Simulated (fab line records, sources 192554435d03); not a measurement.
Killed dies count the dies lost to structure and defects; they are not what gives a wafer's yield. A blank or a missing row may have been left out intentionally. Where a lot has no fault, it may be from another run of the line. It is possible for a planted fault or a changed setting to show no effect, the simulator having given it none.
A lot that was struck, set against a sound lot | flow n5 finfet | 39 out of 1938 route steps
Sound: wafers L168.2, L168.3, L168.5. Struck: wafer L177.4 (left out: L177.3, L177.5 of the same lot, which were not struck); the cause appears at the end.
For every step that has rows: the tool of each side, followed by ch and its chambers, followed by its first start. Under that, the readings that differ: sound wafers | struck wafers | difference of the means | sigmas: that difference in standard deviations of wafers without a fault.
alike: a reading whose means differ by less than 2 such deviations, as well as words and numbers matching on both sides. not compared: withheld readings; readings where some wafer has no value; bounds like >300 that might hide an equal value; numbers whose values overlap and for which the record gives no deviation.
The two part at a step that has a row with sigmas, a row that says differs or no value, or rows on one side only. When numbers do not overlap yet have no deviation, they are printed without sigmas and do not part them. A reading missing from all wafers of one side parts the sides only when that side holds two or more wafers.

first, 9 steps without rows for these wafers: N5_DUMMY_GATE_EXPOSE_12 (exposes mask GATE, target cd 25 nm); N5_DUMMY_GATE_PEB_13 (peb time 60 s); N5_DUMMY_GATE_DEVELOP_14 (develop time 30 s); N5_DUMMY_GATE_DESCUM_20 (chemistry O2, time 6.2 s); N5_DUMMY_GATE_ETCH_29 (etches underlayer in N2/H2, target depth 13 nm); N5_DUMMY_GATE_ETCH_36 (etches SiARC in CF4, target depth 13 nm); N5_DUMMY_GATE_ETCH_37 (etches SOC in N2/H2, target depth 60 nm, overetch 30 nm); N5_DUMMY_GATE_STRIP_38 (strips in N2/H2); N5_DUMMY_GATE_STRIP_39 (strips in N2/H2).
N5_DUMMY_GATE_TRIM_49: chemistry O2, time 29 s, target cd 14 nm.
  sound on rie si-05 ch 0,1,3, day 3 21:58; struck on rie si-05 ch 1, day 6 07:50
  reading                     | sound             | struck | difference | sigmas
  oes product au (a.u.)       | 1.018 1.036 1.000 | 0.753  | -0.265     | -14
  model.DUMMY_GATE.cd nm (nm) | 13.8 13.6 13.6    | 17.6   | +3.9       |
  alike: drypump motor current A, he backside leak sccm, throttle valve pct
  not compared: rf hours counter h
then, 1 step without rows for these wafers: N5_DUMMY_GATE_STRIP_40 (strips in CF4).
N5_DUMMY_GATE_CD_MEAS_50 targets a cd of 14 nm.
  sound on cd sem-01, day 3 22:08; struck on cd sem-03, day 6 08:00
  reading    | sound          | struck | difference | sigmas
  cd nm (nm) | 14.1 13.2 13.8 | 18.0   | +4.3       | +8
then, 6 steps without rows for these wafers: N5_DUMMY_GATE_ETCH_31 (etches SiO2 in C4F6/O2, target depth 82.5 nm, time 27.5 s); N5_DUMMY_GATE_STRIP_41 (strips in O2); N5_DUMMY_GATE_HM_OPEN_21 (chemistry CH3F/O2, target SiNx, target depth 120 nm, time 171.4 s); N5_DUMMY_GATE_ETCH_32 (etches SiO2 in CF4, target depth 3.5 nm, time 3.9 s); N5_DUMMY_GATE_ETCH_23 (etches poly-Si in HBr/Cl2/O2, target depth 41 nm, time 22.3 s); N5_DUMMY_GATE_ETCH_44 (etches poly-Si in HBr/O2, stops on SiO2, target depth 127.5 nm).
N5_DUMMY_GATE_CD_MEAS_24 targets a cd of 15 nm.
  sound on cd sem-03, day 3 22:37; struck on cd sem-02, day 6 08:29
  reading    | sound          | struck | difference | sigmas
  cd nm (nm) | 14.3 14.3 14.4 | 18.3   | +4.0       | +8
N5_DUMMY_GATE_ETCH_42: etches SiO2 in CHF3/O2, target depth 3.5 nm, time 31 s.
  sound on rie diel-03 ch 0,1,3, day 3 22:40; struck on rie diel-03 ch 0, day 6 08:32
  reading                     | sound        | struck | difference | sigmas
  model.DUMMY_GATE.cd nm (nm) | 14.4 14 14.2 | 18.4   | +4.2       |
  alike: bias w, drypump motor current A, oes_o_777_au, oes product au, rf vpp V, showerhead plenum p Torr, throttle valve pct
  not compared: rf hours counter h
then, 17 steps without rows for these wafers: N5_DUMMY_GATE_STRIP_48 (strips in N2/H2, time 20 s); N5_DUMMY_GATE_PRECLEAN_33 (cleans in dHF, time 10 s); N5_DUMMY_GATE_PRECLEAN_25 (cleans in O3/DIW, time 45 s); N5_DUMMY_GATE_PRECLEAN_51 (cleans in SC2, time 45 s); N5_DUMMY_GATE_SRD_26 (time 30 s); N5_DUMMY_GATE_UV_OZONE_45 (time 120 s); N5_SPACER0_ALD_07 (deposits SiNx, target thk 2 nm); N5_SPACER0_ALD_00 (deposits SiOCN, target thk 3.5 nm, pulse time 3 s, purge time 2 s); N5_SPACER0_ALD_08 (deposits SiNx, target thk 2 nm); N5_SD_EPI_N_COAT_32 (time 60 s, resist thk 350 nm); N5_SD_EPI_N_COAT_33 (time 60 s, resist thk 35 nm); N5_SD_EPI_N_COAT_03 (resist thk 150 nm); N5_SD_EPI_N_EBR_05; N5_SD_EPI_N_SOFTBAKE_04 (time 60 s); N5_SD_EPI_N_EXPOSE_06 (exposes mask SD N BLK, target cd 120 nm); N5_SD_EPI_N_PEB_07 (peb time 60 s); N5_SD_EPI_N_DEVELOP_08 (develop time 30 s).
N5_BEOL_M4_RC_MEAS_101:
  the record has rows for the sound wafers here (prober-01 ch 0, day 12 14:26) and none for the struck ones
-- here the record skips 14 days between the struck wafers' starts before and after, leaving off in module BEOL_M4 and picking up in module PASSIVATION (first step shown: number 1936 of the route) --
N5_PASSIVATION_PROBE_49:
  sound on prober-02, day 17 07:26; struck on prober-01, day 19 22:37
  reading                  | sound          | struck | difference | sigmas
  defect limited yield (%) | 91.1 91.9 92.7 | 4.0    | -87.9      | -63
  killed_at_M4_up          | 14 13 21       | 5      | -11        | -2
  killed at front end      | 29 37 28       | 1071   | +1040      | +95
  killed dies              | 105 96 86      | 1133   | +1037      | +61
  killed on rim            | 19 15 8        | 151    | +137       | +32
  sort_bin_8_speed (%)     | 0 0 0          | 0.34   | +0.34      | +15
  sort n pass              | 1075 1084 1094 | 43     | -1041      | -61
  sort yield pct (%)       | 91.1 91.9 92.7 | 3.6    | -88.3      | -63
  alike: killed_at_M0_to_M3, killed at contacts, killed at other, killed open, killed short, sort_bin_5_function, sort_bin_6_memory

## WHERE THEY PART
Last at N5_PASSIVATION_PROBE_49 as far as this record goes, first at N5_DUMMY_GATE_TRIM_49.

WHY: what had been put in by the simulator
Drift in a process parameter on rie si-05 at N5_DUMMY_GATE_TRIM_49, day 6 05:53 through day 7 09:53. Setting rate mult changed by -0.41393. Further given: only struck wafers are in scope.
